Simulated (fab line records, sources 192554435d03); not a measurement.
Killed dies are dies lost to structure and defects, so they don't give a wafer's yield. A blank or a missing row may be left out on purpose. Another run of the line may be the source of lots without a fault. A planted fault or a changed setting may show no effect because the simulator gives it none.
fab line records ; flow n5_finfet ; part 1 of 2: steps 1 to 19 of 31
[record] lots = 5; wafers = 15; last_day = 16
route steps=1938 shown BEOL_M11@1564
lots untouched by any fault: they come from a run of this same line in which no faults occurred
start_h: hours from the record's first day to the start of the lot's first wafer shown ; wait_h: hours since the lot's step before ; " same as the row above ; L1.1+2: one row covering several wafers at once ; - no value present, or no start provided ; * or withheld: withheld ; < > ~ a bound
route shown NAME@n: a module of which the file shows steps, and the number in the route of the first ; usual: average and standard deviation across the fault-free wafers ; same: alike in all rows ; chamber/n: place in a boat ; sites: readings site by site ; _std_site: standard deviation across them ; _edge_site: the outer-site mean with the inner-site mean subtracted ; radius_mm: how far each site lies from the wafer's centre ; mask NAME#n: copy n ; behind: the tool/chamber that last shaped the wafer ; hold: why the lot was held/for how many hours/how that ended ; device: which transistor (n, p or np) failed to switch ; end of line: the route-end tests of the same wafers ; a step given without rows: its recipe and nothing more ; killed: at the first sort, the dies lost to defects and structure; wafer yield is something else ; map: per-die view of a wafer (x killed, . not killed, _ where there is no die)
set.NAME: setting as actually run; set.NAME@STEP: the setting as run at that earlier step ; model.NAME: the simulator's own value behind a step, which no gauge read
lots at selected steps of the route; one table per step, one row per wafer
services: the hour from which a tool's chamber was out of use, counted from the record's first day as start_h (under 0 if before that day), plus the number of hours and why
[[steps]]
[step N5_BEOL_M11_SOFTBAKE_23]
[recipe] temp_c = 110; time_s = 60; resist = CAR-ArF
lot.wafer;tool;chamber;start_h;wait_h
L074.2+5+6;litho_track-01;0;-;-
L081.3+4+5;litho_track-04;0;-;-
L084.3+4+6;litho_track-02;0;-;-
L087.1+3+5;litho_track-01;0;-;-
L091.1+2+5;litho_track-01;0;-;-
[step N5_BEOL_M11_EXPOSE_25]
[recipe] mask_id = V10; na = 1.35; source_shape = annular; sigma_inner = 0.5; sigma_outer = 0.8; polarization = unpolarized; dose_mj = 85.5
lot.wafer;tool;chamber;start_h;wait_h;mask
L074.2+5+6;arfi_scanner-02;0;222.74;-;V10#0
L081.3+4+5;arfi_scanner-01;0;292.85;-;V10#0
L084.3+4+6;arfi_scanner-03;0;300.21;-;V10#0
L087.1+3+5;arfi_scanner-02;0;319.43;-;V10#0
L091.1+2+5;arfi_scanner-02;0;343.63;-;V10#0
[step N5_BEOL_M11_PEB_26]
[recipe] peb_temp_c = withheld; peb_time_s = 60; resist = CAR-ArF
lot.wafer;tool;chamber;start_h;wait_h
L074.2+5+6;litho_track-02;0;222.80;0.1
L081.3+4+5;litho_track-04;0;292.90;0.0
L084.3+4+6;litho_track-04;0;300.26;0.0
L087.1+3+5;litho_track-01;0;319.50;0.1
L091.1+2+5;litho_track-01;0;343.69;0.1
[step N5_BEOL_M11_DEVELOP_27]
[recipe] develop_time_s = 30; developer = TMAH; resist = CAR-ArF; rinse_liquid = diw; dry = air_spin; dev_temp_c = 23
lot.wafer;tool;chamber;start_h;wait_h
L074.2+5+6;litho_track-02;0;-;-
L081.3+4+5;litho_track-04;0;-;-
L084.3+4+6;litho_track-04;0;-;-
L087.1+3+5;litho_track-01;0;-;-
L091.1+2+5;litho_track-01;0;-;-
[step N5_BEOL_M11_CD_MEAS_28]
[recipe] target_cd_nm = 70; landing_energy_ev = 500; detector = se_inlens; polarity = opening
[usual] cd_nm = 69.5/1.2
lot.wafer;tool;chamber;start_h;wait_h;cd_nm
L074.2;cd_sem-02;0;222.86;-;68.8
L074.5;cd_sem-02;0;222.86;-;68.3
L074.6;cd_sem-02;0;222.86;-;68.7
L081.3;cd_sem-01;0;292.97;-;70.2
L081.4;cd_sem-01;0;292.97;-;70.1
L081.5;cd_sem-01;0;292.97;-;69.6
L084.3;cd_sem-01;0;300.33;-;69.7
L084.4;cd_sem-01;0;300.33;-;70.0
L084.6;cd_sem-01;0;300.33;-;68.2
L087.1;cd_sem-01;0;319.57;-;67.4
L087.3;cd_sem-01;0;319.57;-;69.5
L087.5;cd_sem-01;0;319.57;-;68.5
L091.1;cd_sem-03;0;343.76;-;69.8
L091.2;cd_sem-03;0;343.76;-;69.2
L091.5;cd_sem-03;0;343.76;-;69.6
[step N5_BEOL_M11_OVL_MEAS_29]
[recipe] points_per_wafer = 44
[usual] V10_OVL = 0.1/0.8
[same] points_per_wafer = 44
lot.wafer;tool;chamber;start_h;wait_h;V10_OVL[nm]
L074.2;overlay-02;0;222.89;0.0;-0.1
L074.5;overlay-02;0;222.89;0.0;-0.3
L074.6;overlay-02;0;222.89;0.0;-1.0
L081.3;overlay-02;0;293.00;0.0;0.0
L081.4;overlay-02;0;293.00;0.0;-0.5
L081.5;overlay-02;0;293.00;0.0;-0.7
L084.3;overlay-02;0;300.39;0.1;0.2
L084.4;overlay-02;0;300.39;0.1;0.5
L084.6;overlay-02;0;300.39;0.1;0.4
L087.1;overlay-02;0;319.60;0.0;-0.6
L087.3;overlay-02;0;319.60;0.0;-1.1
L087.5;overlay-02;0;319.60;0.0;-0.5
L091.1;overlay-02;0;343.79;0.0;0.4
L091.2;overlay-02;0;343.79;0.0;-1.1
L091.5;overlay-02;0;343.79;0.0;0.1
[step N5_BEOL_M11_INSPECT_30]
[recipe] mode = adi; inspect_instrument = brightfield
[usual] raw_defect_count = 422/93
lot.wafer;tool;chamber;start_h;wait_h;raw_defect_count
L074.2;defect_inspect-01;-;222.92;0.0;438
L074.5;defect_inspect-01;-;222.92;0.0;481
L074.6;defect_inspect-01;-;222.92;0.0;411
L081.3;defect_inspect-02;-;293.02;0.0;525
L081.4;defect_inspect-02;-;293.02;0.0;334
L081.5;defect_inspect-02;-;293.02;0.0;430
L084.3;defect_inspect-01;-;300.42;0.0;343
L084.4;defect_inspect-01;-;300.42;0.0;441
L084.6;defect_inspect-01;-;300.42;0.0;382
L087.1;defect_inspect-02;-;319.62;0.0;627
L087.3;defect_inspect-02;-;319.62;0.0;420
L087.5;defect_inspect-02;-;319.62;0.0;533
L091.1;defect_inspect-01;-;343.81;0.0;358
L091.2;defect_inspect-01;-;343.81;0.0;573
L091.5;defect_inspect-01;-;343.81;0.0;403
[step N5_BEOL_M11_DESCUM_33]
[recipe] chemistry = O2; time_s = 7.9; source_power_w = 50; bias_power_w = 20; pressure_mtorr = 20; rf_frequency_hz = 2.712e+07; temp_c = 40; resist = CAR-ArF; o2_flow_sccm = 225
[usual] drypump_motor_current_A = 5.9/0.54; oes_product_au = 0.79/0.1; rf_vpp_V = 243.6/1.4; showerhead_plenum_p_Torr = 2.12/0.059; throttle_valve_pct = 20.41/0.25
lot.wafer;tool;chamber;start_h;wait_h;drypump_motor_current_A;oes_product_au;rf_hours_counter_h;rf_vpp_V;showerhead_plenum_p_Torr;throttle_valve_pct
L074.2;rie_diel-02;1;223.30;0.4;6.3;0.81;78;242.4;2.13;20.16
L074.5;rie_diel-02;0;223.30;0.4;5.2;0.68;-;243.2;2.11;20.18
L074.6;rie_diel-02;3;223.30;0.4;6.2;0.66;-;243.9;2.17;20.61
L081.3;rie_diel-05;3;293.51;0.5;5.8;0.69;202;245.5;2.14;20.65
L081.4;rie_diel-05;0;293.51;0.5;6.6;0.73;186;242.2;2.02;20.26
L081.5;rie_diel-05;3;293.51;0.5;5.8;0.68;-;244.6;2.14;20.65
L084.3;rie_diel-05;0;300.87;0.5;6.6;0.73;188;241.6;2.02;20.26
L084.4;rie_diel-05;2;300.87;0.5;6.6;0.73;191;241.7;2.10;20.66
L084.6;rie_diel-05;0;300.87;0.5;6.6;0.73;-;242.3;2.02;20.26
L087.1;rie_diel-05;1;319.65;0.0;5.3;0.92;28;245.4;2.14;20.37
L087.3;rie_diel-05;2;319.65;0.0;6.6;0.73;197;242.1;2.10;20.67
L087.5;rie_diel-05;2;319.65;0.0;6.6;0.72;-;244.3;2.10;20.66
L091.1;rie_diel-03;2;343.85;0.0;6.0;0.88;54;244.0;2.11;20.33
L091.2;rie_diel-03;1;343.85;0.0;5.3;0.70;226;243.5;2.07;20.98
L091.5;rie_diel-03;1;343.85;0.0;5.4;0.69;-;243.0;2.08;20.97
[step N5_BEOL_M11_ETCH_65]
[recipe] chemistry = CF4; target = SiARC; target_depth_a = 390; mask_material = CAR-ArF; time_s = 65; ion_energy_ev = 80; pressure_mtorr = 40; source_w = 545; bias_w = 36; Ar_flow_sccm = 100; cf4_flow_sccm = 100; ends = cleared
[usual] drypump_motor_current_A = 5.9/0.54; etch_rf_on_time_s = 65.7/1.8; oes_product_au = 0.67/0.082; rf_vpp_V = 184.4/1.2; showerhead_plenum_p_Torr = 2.17/0.059; throttle_valve_pct = 15.58/0.24
lot.wafer;tool;chamber;start_h;wait_h;drypump_motor_current_A;etch_rf_on_time_s;oes_product_au;rf_hours_counter_h;rf_vpp_V;showerhead_plenum_p_Torr;throttle_valve_pct
L074.2;rie_diel-02;1;223.33;0.0;6.3;65.1;0.69;78;184.1;2.17;15.29
L074.5;rie_diel-02;0;223.33;0.0;5.2;66.5;0.58;-;185.2;2.20;15.77
L074.6;rie_diel-02;3;223.33;0.0;6.3;65.1;0.58;-;183.7;2.20;15.69
L081.3;rie_diel-05;3;293.54;0.0;5.8;67.3;0.58;202;186.6;2.20;15.92
L081.4;rie_diel-05;0;293.54;0.0;6.6;68.1;0.61;186;182.7;2.06;15.42
L081.5;rie_diel-05;3;293.54;0.0;5.8;66.9;0.59;-;183.9;2.20;15.90
L084.3;rie_diel-05;0;300.91;0.0;6.6;68.1;0.61;188;183.5;2.06;15.42
L084.4;rie_diel-05;2;300.91;0.0;6.6;66.1;0.61;191;184.9;2.12;15.61
L084.6;rie_diel-05;0;300.91;0.0;6.6;68.0;0.62;-;184.2;2.06;15.42
L087.1;rie_diel-05;1;319.69;0.0;5.3;65.5;0.77;28;184.6;2.18;15.41
L087.3;rie_diel-05;2;319.69;0.0;6.6;66.1;0.62;197;183.2;2.11;15.60
L087.5;rie_diel-05;2;319.69;0.0;6.6;66.4;0.62;-;182.6;2.12;15.62
L091.1;rie_diel-03;2;343.88;0.0;5.9;66.3;0.74;54;183.5;2.18;15.64
L091.2;rie_diel-03;1;343.88;0.0;5.4;61.2;0.62;226;184.0;2.12;16.09
L091.5;rie_diel-03;1;343.88;0.0;5.3;61.2;0.61;-;183.5;2.13;16.09
[step N5_BEOL_M11_ETCH_66]
[recipe] chemistry = N2/H2; target = SOC; target_depth_a = 1200; overetch_a = 240; mask_material = SiARC; temp_c = 40; time_s = 180; ion_energy_ev = 200; pressure_mtorr = 30; source_w = 840; bias_w = 150; n2_flow_sccm = 200; h2_flow_sccm = 200
[usual] drypump_motor_current_A = 5.9/0.55; h2_flow_sccm = 199.9/0.57; oes_product_au = 0.64/0.076; rf_vpp_V = 524.6/2.2; showerhead_plenum_p_Torr = 2.57/0.072; throttle_valve_pct = 17.80/0.24
lot.wafer;tool;chamber;start_h;wait_h;drypump_motor_current_A;h2_flow_sccm;oes_product_au;rf_hours_counter_h;rf_vpp_V;showerhead_plenum_p_Torr;throttle_valve_pct
L074.2;rie_diel-02;1;223.38;0.0;6.3;200.4;0.64;78;524.1;2.60;17.64
L074.5;rie_diel-02;0;223.38;0.0;5.2;200.2;0.57;-;525.8;2.59;17.71
L074.6;rie_diel-02;3;223.38;0.0;6.3;200.2;0.56;-;524.9;2.64;17.96
L081.3;rie_diel-05;3;293.59;0.0;5.9;200.1;0.56;202;526.1;2.63;18.17
L081.4;rie_diel-05;0;293.59;0.0;6.6;199.3;0.60;186;521.9;2.44;17.67
L081.5;rie_diel-05;3;293.59;0.0;5.8;200.6;0.56;-;525.6;2.63;18.17
L084.3;rie_diel-05;0;300.96;0.0;6.6;200.2;0.60;188;520.9;2.44;17.70
L084.4;rie_diel-05;2;300.96;0.0;6.6;200.9;0.59;191;523.2;2.51;17.85
L084.6;rie_diel-05;0;300.96;0.0;6.6;201.0;0.59;-;522.8;2.44;17.68
L087.1;rie_diel-05;1;319.74;0.0;5.3;199.1;0.72;28;528.1;2.59;17.66
L087.3;rie_diel-05;2;319.74;0.0;6.6;199.6;0.58;197;524.1;2.51;17.88
L087.5;rie_diel-05;2;319.74;0.0;6.6;200.5;0.60;-;522.1;2.51;17.88
L091.1;rie_diel-03;2;343.93;0.0;5.9;199.4;0.71;54;524.1;2.59;17.91
L091.2;rie_diel-03;1;343.93;0.0;5.3;200.5;0.56;226;522.4;2.49;18.12
L091.5;rie_diel-03;1;343.93;0.0;5.3;200.4;0.56;-;522.1;2.49;18.14
[step N5_BEOL_M11_STRIP_69]
[recipe] chemistry = N2/H2; temp_c = 40; n2_flow_sccm = 200; h2_flow_sccm = 200; rf_frequency_hz = 6e+07
lot.wafer;tool;chamber;start_h;wait_h
L074.2+5+6;rie_diel-02;1,0,3;223.50;0.1
L081.3+4+5;rie_diel-05;3,0,3;293.71;0.1
L084.3+4+6;rie_diel-05;0,2,0;301.07;0.1
L087.1+3+5;rie_diel-05;1,2,2;319.85;0.1
L091.1+2+5;rie_diel-03;2,1,1;344.04;0.1
[step N5_BEOL_M11_VIA_ETCH_34]
[recipe] chemistry = C4F6/O2; target = SiCOH_lowk; target_depth_a = 1845; mask_material = SOC; taper_deg = 4; time_s = 69.2; ion_energy_ev = 250; pressure_mtorr = 30; source_w = 345; bias_w = 185; Ar_flow_sccm = 300; C4F6_flow_sccm = 10; O2_flow_sccm = 10
[usual] drypump_motor_current_A = 5.9/0.54; oes_f_703_au = 0.78/0.084; oes_product_au = 0.79/0.098; rf_vpp_V = 673/8.3; showerhead_plenum_p_Torr = 2.89/0.083; throttle_valve_pct = 20.95/0.26
lot.wafer;tool;chamber;start_h;wait_h;drypump_motor_current_A;oes_f_703_au;oes_product_au;rf_hours_counter_h;rf_vpp_V;showerhead_plenum_p_Torr;throttle_valve_pct
L074.2;rie_diel-02;1;223.51;0.0;6.3;0.80;0.81;78;675;2.88;20.52
L074.5;rie_diel-02;0;223.51;0.0;5.2;0.68;0.68;-;672;2.92;20.91
L074.6;rie_diel-02;3;223.51;0.0;6.3;0.68;0.68;-;669;2.92;20.87
L081.3;rie_diel-05;3;293.72;0.0;5.8;0.67;0.69;202;672;2.94;21.28
L081.4;rie_diel-05;0;293.72;0.0;6.6;0.71;0.72;186;680;2.76;20.83
L081.5;rie_diel-05;3;293.72;0.0;5.8;0.67;0.68;-;669;2.94;21.29
L084.3;rie_diel-05;0;301.08;0.0;6.6;0.70;0.72;188;679;2.76;20.83
L084.4;rie_diel-05;2;301.08;0.0;6.6;0.72;0.73;191;668;2.81;20.86
L084.6;rie_diel-05;0;301.08;0.0;6.6;0.71;0.73;-;679;2.76;20.84
L087.1;rie_diel-05;1;319.86;0.0;5.3;0.85;0.90;28;693;2.91;20.85
L087.3;rie_diel-05;2;319.86;0.0;6.6;0.72;0.72;197;665;2.81;20.86
L087.5;rie_diel-05;2;319.86;0.0;6.6;0.72;0.72;-;667;2.81;20.86
L091.1;rie_diel-03;2;344.05;0.0;6.0;0.84;0.87;54;666;2.93;21.14
L091.2;rie_diel-03;1;344.05;0.0;5.3;0.75;0.71;226;670;2.82;21.40
L091.5;rie_diel-03;1;344.05;0.0;5.3;0.75;0.71;-;671;2.82;21.39
[step N5_BEOL_M11_STRIP_73]
[recipe] chemistry = C4F6/O2; resist = SiARC; rf_frequency_hz = 6e+07
lot.wafer;tool;chamber;start_h;wait_h
L074.2+5+6;rie_diel-02;1,0,3;223.56;0.0
L081.3+4+5;rie_diel-05;3,0,3;293.77;0.0
L084.3+4+6;rie_diel-05;0,2,0;301.13;0.0
L087.1+3+5;rie_diel-05;1,2,2;319.91;0.0
L091.1+2+5;rie_diel-03;2,1,1;344.11;0.0
[step N5_BEOL_M11_STRIP_36]
[recipe] chemistry = N2/H2; power_w = 450; temp_c = 40; pressure_mtorr = 20; rf_frequency_hz = 6e+07; overash_fraction = 0.3; bias_power_w = 7; h2_frac = 0.5; n2_flow_sccm = 200; h2_flow_sccm = 200
[usual] drypump_motor_current_A = 5.9/0.54; h2_flow_sccm = 199.9/0.57; oes_product_au = 0.79/0.1; rf_vpp_V = 58.9/1.8; showerhead_plenum_p_Torr = 2.57/0.072; throttle_valve_pct = 23.63/0.26
lot.wafer;tool;chamber;start_h;wait_h;drypump_motor_current_A;h2_flow_sccm;oes_product_au;rf_hours_counter_h;rf_vpp_V;showerhead_plenum_p_Torr;throttle_valve_pct
L074.2;rie_diel-02;1;223.57;0.0;6.3;199.6;0.82;78;59.0;2.59;23.55
L074.5;rie_diel-02;0;223.57;0.0;5.2;200.7;0.70;-;58.8;2.59;23.16
L074.6;rie_diel-02;3;223.57;0.0;6.2;199.5;0.67;-;60.0;2.63;23.79
L081.3;rie_diel-05;3;293.78;0.0;5.8;199.2;0.68;202;55.6;2.63;23.96
L081.4;rie_diel-05;0;293.78;0.0;6.6;200.2;0.73;186;55.9;2.43;23.51
L081.5;rie_diel-05;3;293.78;0.0;5.8;199.7;0.68;-;57.8;2.63;23.97
L084.3;rie_diel-05;0;301.14;0.0;6.6;199.4;0.74;188;57.2;2.43;23.47
L084.4;rie_diel-05;2;301.14;0.0;6.6;200.5;0.72;191;58.3;2.51;23.74
L084.6;rie_diel-05;0;301.14;0.0;6.6;200.0;0.73;-;58.9;2.43;23.50
L087.1;rie_diel-05;1;319.92;0.0;5.3;201.0;0.91;28;59.6;2.58;23.44
L087.3;rie_diel-05;2;319.92;0.0;6.6;199.8;0.72;197;59.3;2.51;23.78
L087.5;rie_diel-05;2;319.92;0.0;6.6;199.9;0.72;-;61.3;2.51;23.74
L091.1;rie_diel-03;2;344.12;0.0;6.0;200.4;0.87;54;59.1;2.59;23.88
L091.2;rie_diel-03;1;344.12;0.0;5.4;200.0;0.70;226;59.5;2.49;23.94
L091.5;rie_diel-03;1;344.12;0.0;5.4;201.0;0.70;-;59.0;2.49;23.94
[step N5_BEOL_M11_TRENCH_ETCH_37]
[recipe] chemistry = C4F6/O2; target_depth_a = 1488.3; target = SiCOH_lowk; time_s = 48; ion_energy_ev = 250; pressure_mtorr = 30; source_w = 345; bias_w = 185; Ar_flow_sccm = 300; C4F6_flow_sccm = 10; O2_flow_sccm = 10
[usual] drypump_motor_current_A = 5.9/0.54; oes_f_703_au = 0.77/0.084; oes_product_au = 0.79/0.098; rf_vpp_V = 673/8.3; showerhead_plenum_p_Torr = 2.89/0.084; throttle_valve_pct = 20.97/0.26
lot.wafer;tool;chamber;start_h;wait_h;drypump_motor_current_A;oes_f_703_au;oes_product_au;rf_hours_counter_h;rf_vpp_V;showerhead_plenum_p_Torr;throttle_valve_pct
L074.2;rie_diel-02;1;-;-;6.3;0.79;0.81;78;673;2.88;20.55
L074.5;rie_diel-02;0;-;-;5.2;0.67;0.69;-;672;2.92;20.96
L074.6;rie_diel-02;3;-;-;6.3;0.68;0.68;-;669;2.92;20.90
L081.3;rie_diel-05;3;-;-;5.8;0.67;0.68;202;672;2.94;21.31
L081.4;rie_diel-05;0;-;-;6.6;0.70;0.71;186;677;2.76;20.86
L081.5;rie_diel-05;3;-;-;5.8;0.67;0.69;-;672;2.94;21.31
L084.3;rie_diel-05;0;-;-;6.6;0.70;0.72;188;679;2.76;20.86
L084.4;rie_diel-05;2;-;-;6.6;0.72;0.73;192;667;2.81;20.89
L084.6;rie_diel-05;0;-;-;6.6;0.70;0.71;-;679;2.76;20.86
L087.1;rie_diel-05;1;-;-;5.4;0.85;0.91;28;694;2.91;20.88
L087.3;rie_diel-05;2;-;-;6.6;0.71;0.71;197;666;2.81;20.89
L087.5;rie_diel-05;2;-;-;6.6;0.71;0.71;-;667;2.81;20.89
L091.1;rie_diel-03;2;-;-;6.0;0.85;0.88;54;667;2.92;21.19
L091.2;rie_diel-03;1;-;-;5.3;0.75;0.71;226;669;2.82;21.42
L091.5;rie_diel-03;1;-;-;5.3;0.76;0.71;-;669;2.82;21.43
[step N5_BEOL_M11_ETCH_41]
[recipe] chemistry = CH3F/O2; target = SiCN; target_depth_a = 426; taper_deg = 2; time_s = 86; ion_energy_ev = 120; mask_material = TiN; pressure_mtorr = 30; source_w = 395; bias_w = 75; Ar_flow_sccm = 150; CH3F_flow_sccm = 30; O2_flow_sccm = 20
[usual] drypump_motor_current_A = 5.9/0.55; oes_product_au = 0.79/0.098; rf_vpp_V = 297.6/1.3; showerhead_plenum_p_Torr = 2.03/0.061; throttle_valve_pct = 16.33/0.25
lot.wafer;tool;chamber;start_h;wait_h;drypump_motor_current_A;oes_product_au;rf_hours_counter_h;rf_vpp_V;showerhead_plenum_p_Torr;throttle_valve_pct
L074.2;rie_diel-02;1;-;-;6.3;0.80;78;298.1;2.02;15.93
L074.5;rie_diel-02;0;-;-;5.2;0.68;-;298.6;2.05;16.43
L074.6;rie_diel-02;3;-;-;6.3;0.68;-;299.0;2.06;16.36
L081.3;rie_diel-05;3;-;-;5.9;0.68;202;298.2;2.07;16.69
L081.4;rie_diel-05;0;-;-;6.6;0.71;186;294.1;1.93;16.17
L081.5;rie_diel-05;3;-;-;5.9;0.67;-;298.1;2.07;16.67
L084.3;rie_diel-05;0;-;-;6.6;0.72;188;295.2;1.93;16.20
L084.4;rie_diel-05;2;-;-;6.6;0.72;192;297.2;1.98;16.34
L084.6;rie_diel-05;0;-;-;6.6;0.72;-;294.6;1.93;16.22
L087.1;rie_diel-05;1;-;-;5.3;0.91;28;298.3;2.05;16.23
L087.3;rie_diel-05;2;-;-;6.7;0.72;198;296.8;1.98;16.34
L087.5;rie_diel-05;2;-;-;6.6;0.72;-;297.5;1.98;16.36
L091.1;rie_diel-03;2;-;-;5.9;0.88;54;296.8;2.05;16.41
L091.2;rie_diel-03;1;-;-;5.4;0.71;226;296.6;1.98;16.80
L091.5;rie_diel-03;1;-;-;5.3;0.71;-;297.6;1.98;16.80
[step N5_BEOL_M11_STRIP_77]
[recipe] chemistry = N2/H2; time_s = 10; power_w = 450; temp_c = 40; pressure_mtorr = 20; rf_frequency_hz = 6e+07; bias_power_w = 7; n2_flow_sccm = 200; h2_flow_sccm = 200
[usual] drypump_motor_current_A = 5.9/0.54; h2_flow_sccm = 200.0/0.69; oes_product_au = 0.79/0.099; rf_vpp_V = 59.2/0.86; showerhead_plenum_p_Torr = 2.57/0.072; throttle_valve_pct = 23.63/0.26
lot.wafer;tool;chamber;start_h;wait_h;drypump_motor_current_A;h2_flow_sccm;oes_product_au;rf_hours_counter_h;rf_vpp_V;showerhead_plenum_p_Torr;throttle_valve_pct
L074.2;rie_diel-02;1;-;-;6.3;199.5;0.82;78;59.6;2.59;23.52
L074.5;rie_diel-02;0;-;-;5.2;200.2;0.69;-;59.6;2.59;23.16
L074.6;rie_diel-02;3;-;-;6.2;200.6;0.67;-;58.2;2.63;23.81
L081.3;rie_diel-05;3;-;-;5.8;200.2;0.69;202;59.5;2.63;24.01
L081.4;rie_diel-05;0;-;-;6.6;199.8;0.74;186;58.6;2.43;23.48
L081.5;rie_diel-05;3;-;-;5.8;200.3;0.68;-;59.0;2.63;23.98
L084.3;rie_diel-05;0;-;-;6.6;200.1;0.73;188;59.1;2.43;23.48
L084.4;rie_diel-05;2;-;-;6.6;199.8;0.72;192;59.8;2.51;23.74
L084.6;rie_diel-05;0;-;-;6.6;198.9;0.72;-;58.1;2.43;23.50
L087.1;rie_diel-05;1;-;-;5.3;200.8;0.92;28;58.7;2.58;23.50
L087.3;rie_diel-05;2;-;-;6.6;200.2;0.73;198;60.3;2.51;23.78
L087.5;rie_diel-05;2;-;-;6.6;200.8;0.73;-;58.1;2.51;23.76
L091.1;rie_diel-03;2;-;-;6.0;199.3;0.89;54;59.5;2.59;23.87
L091.2;rie_diel-03;1;-;-;5.3;199.6;0.70;226;59.7;2.49;23.93
L091.5;rie_diel-03;1;-;-;5.3;199.7;0.69;-;58.5;2.49;23.95
[step N5_BEOL_M11_OCD_MEAS_38]
[usual] trench_depth_nm = 148/3.1
lot.wafer;tool;chamber;start_h;wait_h;trench_depth_nm
L074.2;ocd-02;-;223.80;-;149
L074.5;ocd-02;-;223.80;-;145
L074.6;ocd-02;-;223.80;-;147
L081.3;ocd-01;-;294.00;-;144
L081.4;ocd-01;-;294.00;-;142
L081.5;ocd-01;-;294.00;-;144
L084.3;ocd-02;-;301.37;-;144
L084.4;ocd-02;-;301.37;-;147
L084.6;ocd-02;-;301.37;-;144
L087.1;ocd-02;-;320.15;-;150
L087.3;ocd-02;-;320.15;-;146
L087.5;ocd-02;-;320.15;-;145
L091.1;ocd-01;-;344.34;-;148
L091.2;ocd-01;-;344.34;-;154
L091.5;ocd-01;-;344.34;-;154
[step N5_BEOL_M11_HM_STRIP_39]
[recipe] chemistry = peroxide_tin_strip; material = TiN; target_depth_a = 250; temp_c = 50; time_s = 158
lot.wafer;tool;chamber;start_h;wait_h
L074.2+5+6;wet_bench-06;2,5,3;223.83;0.0
L081.3+4+5;wet_bench-01;0,7,6;294.03;0.0
L084.3+4+6;wet_bench-04;0,1,3;301.40;0.0
L087.1+3+5;wet_bench-04;7,6,5;320.18;0.0
L091.1+2+5;wet_bench-04;6,4,1;344.37;0.0
